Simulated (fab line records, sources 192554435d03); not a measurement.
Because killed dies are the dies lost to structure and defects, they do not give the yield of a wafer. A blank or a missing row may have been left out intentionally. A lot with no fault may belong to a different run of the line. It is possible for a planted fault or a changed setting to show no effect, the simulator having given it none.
fab line records	flow n5Finfet	part 1 of 2: steps 1 to 15 of 16
[record] lots = 6	wafers = 18	lastDay = 17
route steps=1938 shown BEOL_M0_SAQP@665 BEOL_M4@1111 PASSIVATION@1936
lots that met no fault: taken from a fault-free run of the same line
startH: hours from the record's opening day to when the first of the lot's shown wafers began	waitH: how many hours have passed since the lot's step before this one	" the same as in the row above	L1.1+2: a row that stands for several wafers	- no value, or no start was given	* or withheld: withheld	< > ~ a bound
route shown NAME@n: NAME is a module with steps in the file, n the number in the route of the first one	usual: mean/standard deviation taken from wafers without a fault	same: alike in all rows	chamber/n: place in a boat	sites: each site's reading	_std_site: the standard deviation of these	_edge_site: the outer-site mean with the inner-site mean subtracted	radiusMm: for every site, how far away it sits from the centre of the wafer	mask NAME#n: copy n	behind: the last tool/chamber to shape the wafer	hold: what put the lot on hold/how long, in hours/how the hold closed	device: the transistor (n, p or np) that didn't switch	end of line: the route-end tests of the same wafers	a step given without rows: its recipe and nothing more	killed: count of dies lost to structure and defects at first sort (not the wafer's yield)	map: shows each die of a wafer: x if killed, . if not, _ if none is there
set.NAME: the run value of the setting; set.NAME@STEP: its run value at that earlier step	model.NAME: the simulator's own value behind a step, which no gauge read
lots at selected steps of the route; one table per step, one row per wafer
services: when a tool's chamber went out of use (startH, in hours from the record's first day, below 0 if earlier), for how many hours, and the reason
[[steps]]
[step N5_BEOL_M0_SAQP_MANDREL1_REMOVE_100]
[recipe] chemistry = HBr/Cl2/O2	btTimeS = 10	target = a-Si	stopOn = SiNx	endpoint = OES-SiCl	overEtchFrac = 0.85	icpW = 600	biasW = 30	HBr_flow_sccm = 150	Cl2_flow_sccm = 80	O2_flow_sccm = 5	pressureMtorr = 10
[step N5_BEOL_M0_SAQP_CD_MEAS_25]
[recipe] targetCdNm = 13.1	landingEnergyEv = 1000	detector = seInlens
[usual] cdNm = 12.77/0.21
lot.wafer	tool	chamber	startH	waitH	cdNm
L218.1	cdSem-03	0	117.36	0.1	12.43
L218.2	"	0	"	"	12.91
L218.6	"	0	"	"	13.07
L220.2	cdSem-02	0	129.09	0.1	12.71
L220.4	"	0	"	"	12.43
L220.6	"	0	"	"	12.99
L231.1	cdSem-03	0	199.60	0.1	13.15
L231.2	"	0	"	"	13.07
L231.3	"	0	"	"	12.96
L237.3	cdSem-01	0	230.57	0.1	12.80
L237.4	"	0	"	"	12.89
L237.5	"	0	"	"	13.07
L238.1	cdSem-01	0	236.71	0.1	12.56
L238.4	"	0	"	"	12.76
L238.6	"	0	"	"	12.65
L240.1	cdSem-03	0	249.76	0.1	13.02
L240.2	"	0	"	"	12.67
L240.3	"	0	"	"	12.74
[step N5_BEOL_M0_SAQP_ETCH_101]
[recipe] chemistry = CH3F/O2	target = SiNx	maskMaterial = SiO2	targetDepthA = 299	timeS = 42.7	pressureMtorr = 30	sourceW = 395	biasW = 73	Ar_flow_sccm = 150	CH3F_flow_sccm = 30	O2_flow_sccm = 20	ionEnergyEv = 120
[step N5_BEOL_M0_SAQP_ETCH_102]
[recipe] chemistry = CF4	target = SiO2	targetDepthA = 40	ionEnergyEv = 350	timeS = 4.4	pressureMtorr = 10	icpW = 800	biasW = 400	cf4FlowSccm = 80
[usual] drypumpMotorCurrentA = 5.64/0.25	oesProductAu = 0.997/0.018	throttleValvePct = 21.88/0.17
lot.wafer	tool	chamber	startH	waitH	drypumpMotorCurrentA	oesProductAu	rfHoursCounterH	throttleValvePct
L218.1	rieSi-03	1	117.55	0.1	5.37	1.026	188	21.68
L218.2	"	2	"	"	5.60	1.004	67	22.12
L218.6	"	3	"	"	5.80	1.005	-	21.93
L220.2	rieSi-03	3	129.23	0.1	5.80	1.000	31	21.94
L220.4	"	2	"	"	5.64	0.998	68	22.12
L220.6	"	1	"	"	5.36	1.021	-	21.68
L231.1	rieSi-01	1	199.78	0.1	5.57	0.966	166	21.74
L231.2	"	0	"	"	5.34	1.000	27	22.06
L231.3	"	3	"	"	5.64	0.962	78	22.12
L237.3	rieSi-01	3	230.81	0.1	5.66	0.967	78	22.10
L237.4	"	1	"	"	5.58	0.976	166	21.75
L237.5	"	2	"	"	5.97	1.015	-	21.78
L238.1	rieSi-01	0	236.85	0.1	5.29	1.004	28	22.06
L238.4	"	1	"	"	5.60	0.966	166	21.75
L238.6	"	3	"	"	5.66	0.976	-	22.10
L240.1	rieSi-01	0	249.90	0.1	5.32	0.994	28	22.07
L240.2	"	2	"	"	5.97	1.016	88	21.77
L240.3	"	3	"	"	5.67	0.977	79	22.12
[step N5_BEOL_M0_SAQP_MANDREL_ETCH_103]
[recipe] chemistry = HBr/Cl2	target = a-Si	targetDepthA = 450	btTimeS = 10	stopOn = SiCN	maskMaterial = SiO2	overEtchFrac = 0.8	timeS = 27	pressureMtorr = 10	icpW = 800	biasW = 75	HBr_flow_sccm = 150	Cl2_flow_sccm = 80	ends = endPoint
[step N5_BEOL_M0_SAQP_RECESS_104]
[recipe] chemistry = HF/NH3	target = SiO2	targetDepthA = 180	afsCycles = 3	tempC = 30	sublimationTempC = 180	sublimationTimeS = 60
[step N5_BEOL_M0_SAQP_COAT_105]
[recipe] resist = SOC	tempC = 250	timeS = 60	spinRpm = 1500	resistThkNm = 100
[step N5_BEOL_M0_SAQP_ETCH_106]
[recipe] chemistry = N2/H2	target = SOC	targetDepthA = 1500	stopOn = SiNx	ionEnergyEv = 100	biasW = 61	pressureMtorr = 30	sourceW = 850	n2FlowSccm = 200	h2FlowSccm = 200
[usual] drypumpMotorCurrentA = 5.84/0.26	oesProductAu = 0.75/0.072	rfVppV = 241.0/1.2	showerheadPlenumPTorr = 2.57/0.077	throttleValvePct = 17.94/0.25
lot.wafer	tool	chamber	startH	waitH	drypumpMotorCurrentA	oesProductAu	rfHoursCounterH	rfVppV	showerheadPlenumPTorr	throttleValvePct
L218.1	rieDiel-04	1	118.11	-	6.25	0.99	1	243.5	2.71	17.83
L218.2	"	0	"	"	5.86	0.79	132	241.6	2.66	18.16
L218.6	"	3	"	"	5.48	0.73	-	240.5	2.53	18.14
L220.2	rieDiel-06	1	129.79	-	5.95	0.71	229	239.5	2.62	17.81
L220.4	"	3	"	"	6.15	0.82	67	241.5	2.47	17.90
L220.6	"	1	"	"	5.97	0.71	-	240.6	2.62	17.82
L231.1	rieDiel-02	1	200.38	-	5.90	0.71	214	243.1	2.51	18.09
L231.2	"	0	"	"	6.09	0.75	165	241.6	2.54	18.05
L231.3	"	2	"	"	5.33	0.76	148	238.3	2.45	17.71
L237.3	rieDiel-04	2	231.37	-	5.82	0.87	43	239.2	2.49	17.19
L237.4	"	0	"	"	5.84	0.75	165	241.2	2.65	18.24
L237.5	"	1	"	"	6.27	0.89	-	243.2	2.70	17.90
L238.1	rieDiel-06	0	237.42	-	5.82	0.67	250	240.5	2.60	18.12
L238.4	"	3	"	"	6.16	0.79	-	241.2	2.45	17.94
L238.6	"	0	"	"	5.84	0.67	-	241.1	2.60	18.13
L240.1	rieDiel-04	3	250.47	-	5.44	0.71	232	240.6	2.51	18.20
L240.2	"	2	"	"	5.84	0.86	48	239.9	2.48	17.19
L240.3	"	0	"	"	5.83	0.75	170	241.7	2.65	18.24
[step N5_BEOL_M0_SAQP_ETCH_107]
[recipe] chemistry = CH3F/O2	target = SiNx	targetDepthA = 300	maskMaterial = SOC	pressureMtorr = 30	sourceW = 395	biasW = 73	Ar_flow_sccm = 150	CH3F_flow_sccm = 30	O2_flow_sccm = 20	ionEnergyEv = 120
[step N5_BEOL_M0_SAQP_STRIP_108]
[recipe] chemistry = N2/H2	powerW = 500	tempC = 40	pressureMtorr = 50	rfFrequencyHz = 6e+07	overashFraction = 0.3	biasPowerW = 28	h2Frac = 0.5	n2FlowSccm = 300	h2FlowSccm = 300
[usual] drypumpMotorCurrentA = 5.85/0.26	oesProductAu = 0.76/0.076	rfVppV = 122.1/0.95	showerheadPlenumPTorr = 3.39/0.098	throttleValvePct = 19.0/0.32
lot.wafer	tool	chamber	startH	waitH	drypumpMotorCurrentA	oesProductAu	rfHoursCounterH	rfVppV	showerheadPlenumPTorr	throttleValvePct
L218.1	rieDiel-04	1	118.21	0.0	6.28	1.02	1	123.4	3.57	19.0
L218.2	"	0	"	"	5.88	0.79	132	121.7	3.51	19.3
L218.6	"	3	"	"	5.49	0.74	-	120.3	3.34	19.5
L220.2	rieDiel-06	1	129.89	0.0	5.98	0.71	229	123.8	3.45	18.7
L220.4	"	3	"	"	6.15	0.83	67	120.0	3.26	19.1
L220.6	"	1	"	"	5.98	0.72	-	123.0	3.45	18.7
L231.1	rieDiel-02	1	200.48	0.0	5.92	0.70	214	121.0	3.31	19.1
L231.2	"	0	"	"	6.10	0.76	165	122.0	3.35	19.2
L231.3	"	2	"	"	5.32	0.77	148	121.2	3.24	18.8
L237.3	rieDiel-04	2	231.47	0.0	5.81	0.87	43	121.0	3.29	18.2
L237.4	"	0	"	"	5.86	0.75	165	122.9	3.49	19.3
L237.5	"	1	"	"	6.25	0.91	-	123.1	3.56	19.1
L238.1	rieDiel-06	0	237.52	0.0	5.86	0.67	250	123.4	3.43	18.9
L238.4	"	3	"	"	6.14	0.79	-	121.6	3.24	19.1
L238.6	"	0	"	"	5.85	0.67	-	122.3	3.43	18.9
L240.1	rieDiel-04	3	250.57	0.0	5.47	0.71	232	121.9	3.32	19.6
L240.2	"	2	"	"	5.83	0.88	48	120.7	3.28	18.2
L240.3	"	0	"	"	5.88	0.75	170	122.2	3.49	19.3
[step N5_BEOL_M0_SAQP_RECESS_109]
[recipe] chemistry = HF/NH3	target = SiO2	targetDepthA = 30	afsCycles = 1	tempC = 30	sublimationTempC = 180	sublimationTimeS = 60
[step N5_BEOL_M0_SAQP_SPACER2_ALD_26]
[recipe] material = SiO2	targetThkA = 150	tempC = 300	aldPrecursorFamily = BDEAS	aldCoReactant = O2-plasma	pulseTimeS = 1	purgeTimeS = 2	coReactantPurgeTimeS = 2	pressureTorr = 2
[usual] heaterPowerOuterW = 271/32	heaterPowerW = 478/60	precursorPulseHeightRel = 1.000/0.021
lot.wafer	tool	chamber	startH	waitH	heaterPowerOuterW	heaterPowerW	precursorPulseHeightRel
L218.1	aldSin-03	2	118.42	0.1	302	524	1.000
L218.2	"	0	"	"	277	506	1.016
L218.6	"	0	"	"	282	501	0.985
L220.2	aldSin-03	2	130.10	0.1	305	515	1.005
L220.4	"	1	"	"	275	487	0.979
L220.6	"	0	"	"	281	503	1.025
L231.1	aldSin-03	1	200.69	0.1	273	491	1.016
L231.2	"	2	"	"	308	523	1.041
L231.3	"	3	"	"	251	440	0.999
L237.3	aldSin-03	3	231.68	0.1	250	444	1.025
L237.4	"	1	"	"	270	499	1.009
L237.5	"	2	"	"	312	523	1.024
L238.1	aldSin-01	3	237.72	0.1	357	649	0.963
L238.4	"	0	"	"	227	402	0.990
L238.6	"	0	"	"	233	404	0.978
L240.1	aldSin-03	3	250.77	0.1	254	433	0.991
L240.2	"	1	"	"	273	504	0.987
L240.3	"	2	"	"	299	520	0.990
[step N5_BEOL_M0_SAQP_SPACER2_ETCHBACK_27]
[recipe] chemistry = CHF3/O2	mode = anisotropicEtchback	target = SiO2	targetDepthA = 225	timeS = 11.25	pressureMtorr = 30	sourceW = 650	biasW = 170	Ar_flow_sccm = 200	CHF3_flow_sccm = 50	O2_flow_sccm = 5	ionEnergyEv = 200
[usual] CHF3_flow_sccm = 50.01/0.14	O2_flow_sccm = 5.000/0.016	drypumpMotorCurrentA = 5.86/0.25	oesProductAu = 0.77/0.085	rfVppV = 527/4.2	showerheadPlenumPTorr = 2.44/0.07	throttleValvePct = 19.02/0.26
lot.wafer	tool	chamber	startH	waitH	CHF3_flow_sccm	O2_flow_sccm	drypumpMotorCurrentA	oesProductAu	rfHoursCounterH	rfVppV	showerheadPlenumPTorr	throttleValvePct	model.a-Si_of_BEOL_M0_SAQP_PECVD_96.thkNm
L218.1	rieDiel-06	2	118.97	0.3	50.07	5.010	5.78	0.75	163	530	2.51	19.07	43.2
L218.2	"	1	"	"	50.13	4.973	5.94	0.71	226	533	2.47	18.91	43.4
L218.6	"	1	"	"	50.13	4.971	5.96	0.72	-	535	2.47	18.90	43
L220.2	rieDiel-02	2	130.67	0.3	50.18	4.997	5.30	0.79	127	521	2.33	18.71	42.8
L220.4	"	0	"	"	49.85	5.014	6.09	0.77	144	526	2.42	19.10	43.8
L220.6	"	3	"	"	49.82	4.969	5.60	0.68	-	520	2.47	19.06	43
L231.1	rieDiel-02	2	201.24	0.3	50.10	4.983	5.30	0.78	149	519	2.32	18.74	43
L231.2	"	1	"	"	50.10	4.994	5.89	0.72	215	527	2.38	19.25	43.2
L231.3	"	3	"	"	49.92	4.989	5.60	0.67	245	520	2.46	19.09	43
L237.3	rieDiel-06	2	232.28	0.3	-	-	-	-	-	-	-	-	43.6
L237.4	"	2	"	"	-	-	-	-	-	-	-	-	44
L237.5	"	0	"	"	-	-	-	-	-	-	-	-	44.6
L238.1	rieDiel-06	3	238.37	0.4	-	-	-	-	-	-	-	-	43.4
L238.4	"	2	"	"	-	-	-	-	-	-	-	-	44.6
L238.6	"	3	"	"	-	-	-	-	-	-	-	-	44.8
L240.1	rieDiel-04	3	251.35	0.3	50.02	4.975	5.47	0.72	232	519	2.38	19.19	42.6
L240.2	"	2	"	"	50.26	5.020	5.82	0.87	49	528	2.35	18.29	42.2
L240.3	"	1	"	"	49.87	5.011	6.25	0.91	38	527	2.55	19.01	42
[step N5_BEOL_M0_SAQP_MANDREL2_REMOVE_110]
[recipe] chemistry = HBr/Cl2/O2	btTimeS = 10	target = a-Si	stopOn = SiCN	endpoint = OES-SiCl	overEtchFrac = 1	icpW = 600	biasW = 30	HBr_flow_sccm = 150	Cl2_flow_sccm = 80	O2_flow_sccm = 5	pressureMtorr = 10
[usual] drypumpMotorCurrentA = 5.66/0.27	oesProductAu = 0.994/0.018	throttleValvePct = 36.83/0.2
[same] btTimeS = 10
lot.wafer	tool	chamber	startH	waitH	drypumpMotorCurrentA	oesProductAu	rfHoursCounterH	throttleValvePct
L218.1	rieSi-01	0	119.06	0.1	5.31	0.998	26	36.79
L218.2	"	2	"	"	5.97	1.012	86	36.62
L218.6	"	0	"	"	5.32	0.995	-	36.77
L220.2	rieSi-01	0	130.76	0.1	5.33	0.985	26	36.78
L220.4	"	2	"	"	5.99	1.007	86	36.63
L220.6	"	1	"	"	5.59	0.974	-	36.74
L231.1	rieSi-03	2	201.33	0.1	5.63	0.993	69	37.04
L231.2	"	0	"	"	5.88	1.012	88	36.61
L231.3	"	3	"	"	5.79	1.017	32	36.99
L237.3	rieSi-02	2	232.37	0.1	5.94	0.965	174	36.99
L237.4	"	0	"	"	5.23	1.017	101	36.97
L237.5	"	3	"	"	6.02	1.010	-	36.75
L238.1	rieSi-02	0	238.45	0.1	5.28	1.018	101	36.99
L238.4	"	0	"	"	5.22	1.013	-	36.98
L238.6	"	2	"	"	5.94	0.963	-	37.00
L240.1	rieSi-03	2	251.43	0.1	5.63	1.002	70	37.05
L240.2	"	0	"	"	5.85	1.016	90	36.58
L240.3	"	1	"	"	5.37	0.987	1	36.67
[step N5_BEOL_M4_RC_MEAS_101]
[usual] DIBL_N = 36.3/1.4	DIBL_P = 35.7/1.5	IOFF_N = 0.155/0.022	IOFF_P = 0.204/0.027	ION_N = 671/9	ION_P = 459/6.2	SS_N = 71.5/0.54	SS_P = 73.1/0.56	VT_N = 250.2/2.6	VT_P = -251/3.3
lot.wafer	tool	chamber	startH	waitH	DIBL_N[mV/V]	DIBL_P[mV/V]	IOFF_N[nA/um]	IOFF_P[nA/um]	ION_N[uA/um]	ION_P[uA/um]	SS_N[mV/dec]	SS_P[mV/dec]	VT_N[mV]	VT_P[mV]
L218.1	prober-02	0	183.52	0.0	37.0	36.4	0.153	0.230	671	462	71.2	72.9	250.3	-247
L218.2	"	0	"	"	36.1	35.1	0.138	0.201	671	465	70.6	72.8	251.6	-249
L218.6	"	0	"	"	38.9	39.0	0.192	0.270	683	470	71.5	73.6	246.1	-244
L220.2	prober-02	0	189.28	0.2	36.4	36.6	0.172	0.187	686	458	71.3	72.9	246.6	-255
L220.4	"	0	"	"	37.3	37.7	0.193	0.204	680	460	71.7	73.3	246.3	-249
L220.6	"	0	"	"	36.6	36.6	0.175	0.199	688	465	70.5	73.0	246.0	-252
L231.1	prober-01	0	253.09	0.0	38.4	35.7	0.183	0.193	682	453	72.0	73.8	246.3	-253
L231.2	"	0	"	"	35.8	34.0	0.140	0.165	666	454	71.2	72.9	252.3	-256
L231.3	"	0	"	"	34.6	32.4	0.125	0.148	664	452	70.7	72.7	250.8	-256
L240.1	prober-01	0	307.18	0.0	36.2	35.0	0.150	0.181	667	449	71.7	72.0	252.0	-255
L240.2	"	0	"	"	36.1	34.8	0.150	0.182	665	453	71.3	72.3	251.1	-255
L240.3	"	0	"	"	35.6	35.9	0.145	0.186	670	461	71.3	72.7	251.7	-253
[[key]]
[firstSign] step = N5_BEOL_M0_SAQP_SPACER2_ETCHBACK_27	reading = toolRecord	direction = missing
[effect] step = N5_PASSIVATION_PROBE_49	reading = killed_at_M0_to_M3	direction = up	sigmas = 93	usual = 36	struck = 1110
[modelEffect] step = N5_BEOL_M0_SAQP_SPACER2_ETCHBACK_27	value = a-Si_of_BEOL_M0_SAQP_PECVD_96.thkNm	without = 42.77	struck = 44.17
[moreKillsBornAt] N5_BEOL_M0_SAQP_SPACER2_ETCHBACK_27@rieDiel-06 = 6393
metAt N5_BEOL_M0_SAQP_SPACER2_ETCHBACK_27
struckWafers L237.3,L237.4,L237.5,L238.1,L238.4,L238.6
laterRowsLeftOut L237.3,L237.4,L237.5,L238.1,L238.4,L238.6
onsetBetween 118.97 232.28
[fault] kind = skippedStepWhole	tool = rieDiel-06	chamber = -	onsetH = 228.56	steps = N5_BEOL_M0_SAQP_SPACER2_ETCHBACK_27	scope = struckLotsOnly
// laterRowsLeftOut: the simulator's readings of these wafers behind a module that went badly wrong aren't trusted and aren't shown, but for the sort
